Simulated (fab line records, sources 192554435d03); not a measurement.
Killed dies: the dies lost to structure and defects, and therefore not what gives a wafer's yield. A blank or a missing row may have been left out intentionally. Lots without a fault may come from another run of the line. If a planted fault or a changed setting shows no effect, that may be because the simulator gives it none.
Matching of chambers / flow n5 finfet / 4 sister chambers for N5_BEOL_M3_ETCHBACK_99 on rie diel-02
The step etches SiO2 in CHF3, target depth 5 nm, time 10.4 s. 16 wafers are shown with their chamber, then 8 later ones without.

WAFERS PAIRED WITH THEIR CHAMBERS
wafer=L075.1; chamber=0; throttle valve pct (%)=17.68; rf vpp V (V)=240; showerhead plenum p Torr (Torr)=2.05
wafer=L075.2; chamber=3; throttle valve pct (%)=17.11; rf vpp V (V)=234; showerhead plenum p Torr (Torr)=2.12
wafer=L075.6; chamber=3; throttle valve pct (%)=17.14; rf vpp V (V)=232; showerhead plenum p Torr (Torr)=2.12
wafer=L076.3; chamber=3; throttle valve pct (%)=17.14; rf vpp V (V)=235; showerhead plenum p Torr (Torr)=2.12
wafer=L076.4; chamber=0; throttle valve pct (%)=17.65; rf vpp V (V)=240; showerhead plenum p Torr (Torr)=2.05
wafer=L076.5; chamber=2; throttle valve pct (%)=17.07; rf vpp V (V)=238; showerhead plenum p Torr (Torr)=2.21
wafer=L078.1; chamber=0; throttle valve pct (%)=17.68; rf vpp V (V)=241; showerhead plenum p Torr (Torr)=2.05
wafer=L078.3; chamber=2; throttle valve pct (%)=17.11; rf vpp V (V)=238; showerhead plenum p Torr (Torr)=2.21
wafer=L078.6; chamber=0; throttle valve pct (%)=17.67; rf vpp V (V)=243; showerhead plenum p Torr (Torr)=2.05
wafer=L079.3; chamber=2; throttle valve pct (%)=17.11; rf vpp V (V)=238; showerhead plenum p Torr (Torr)=2.21
wafer=L079.4; chamber=0; throttle valve pct (%)=17.67; rf vpp V (V)=242; showerhead plenum p Torr (Torr)=2.05
wafer=L079.6; chamber=0; throttle valve pct (%)=17.69; rf vpp V (V)=241; showerhead plenum p Torr (Torr)=2.05
wafer=L088.3; chamber=2; throttle valve pct (%)=17.15; rf vpp V (V)=237; showerhead plenum p Torr (Torr)=2.20
wafer=L088.4; chamber=1; throttle valve pct (%)=16.80; rf vpp V (V)=234; showerhead plenum p Torr (Torr)=2.05
wafer=L088.6; chamber=3; throttle valve pct (%)=17.17; rf vpp V (V)=232; showerhead plenum p Torr (Torr)=2.11
wafer=L090.2; chamber=0; throttle valve pct (%)=17.31; rf vpp V (V)=246; showerhead plenum p Torr (Torr)=2.31

SIGNATURES, as means of the wafers listed above
reading=throttle valve pct; chamber 0=17.6214; chamber 1=16.8000; chamber 2=17.1100; chamber 3=17.1400; scatter within a chamber=0.0996
reading=rf vpp V; chamber 0=241.86; chamber 1=234.00; chamber 2=237.75; chamber 3=233.25; scatter within a chamber=1.69
reading=showerhead plenum p Torr; chamber 0=2.0871; chamber 1=2.0500; chamber 2=2.2075; chamber 3=2.1175; scatter within a chamber=0.0696
Rule: for each reading, subtract the chamber's mean from the wafer's reading, divide by that reading's scatter and square the result; add these up over the readings and take the root, which gives the wafer's distance from the chamber. If the next closest chamber is less than 2 further off than the closest, the wafer can't be placed; otherwise it belongs to the closest. The scatter: the root of (the sum of the squares of (reading less its chamber's mean) over the shown wafers, divided by (wafers less chambers)).

WAFERS WHOSE CHAMBER IS MISSING
wafer=L090.4; throttle valve pct (%)=16.81; rf vpp V (V)=233; showerhead plenum p Torr (Torr)=2.05
wafer=L090.6; throttle valve pct (%)=17.19; rf vpp V (V)=235; showerhead plenum p Torr (Torr)=2.11
wafer=L091.1; throttle valve pct (%)=17.15; rf vpp V (V)=237; showerhead plenum p Torr (Torr)=2.20
wafer=L091.3; throttle valve pct (%)=17.31; rf vpp V (V)=244; showerhead plenum p Torr (Torr)=2.31
wafer=L091.6; throttle valve pct (%)=16.80; rf vpp V (V)=232; showerhead plenum p Torr (Torr)=2.05
wafer=L092.2; throttle valve pct (%)=16.83; rf vpp V (V)=233; showerhead plenum p Torr (Torr)=2.05
wafer=L092.4; throttle valve pct (%)=17.18; rf vpp V (V)=237; showerhead plenum p Torr (Torr)=2.20
wafer=L092.6; throttle valve pct (%)=17.31; rf vpp V (V)=246; showerhead plenum p Torr (Torr)=2.31

THE CHAMBER EACH PASSED THROUGH
wafer=L090.4; from the rows above=1; in truth=1
wafer=L090.6; from the rows above=can't be placed: 3 or 2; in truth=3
wafer=L091.1; from the rows above=can't be placed: 2 or 3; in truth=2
wafer=L091.3; from the rows above=can't be placed: 2 or 0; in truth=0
wafer=L091.6; from the rows above=1; in truth=1
wafer=L092.2; from the rows above=1; in truth=1
wafer=L092.4; from the rows above=can't be placed: 2 or 3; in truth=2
wafer=L092.6; from the rows above=can't be placed: 0 or 2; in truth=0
3 of 8 placed correctly. Not placeable from these rows: 5 (in 5, the candidates include the true chamber). 0 placed wrongly.
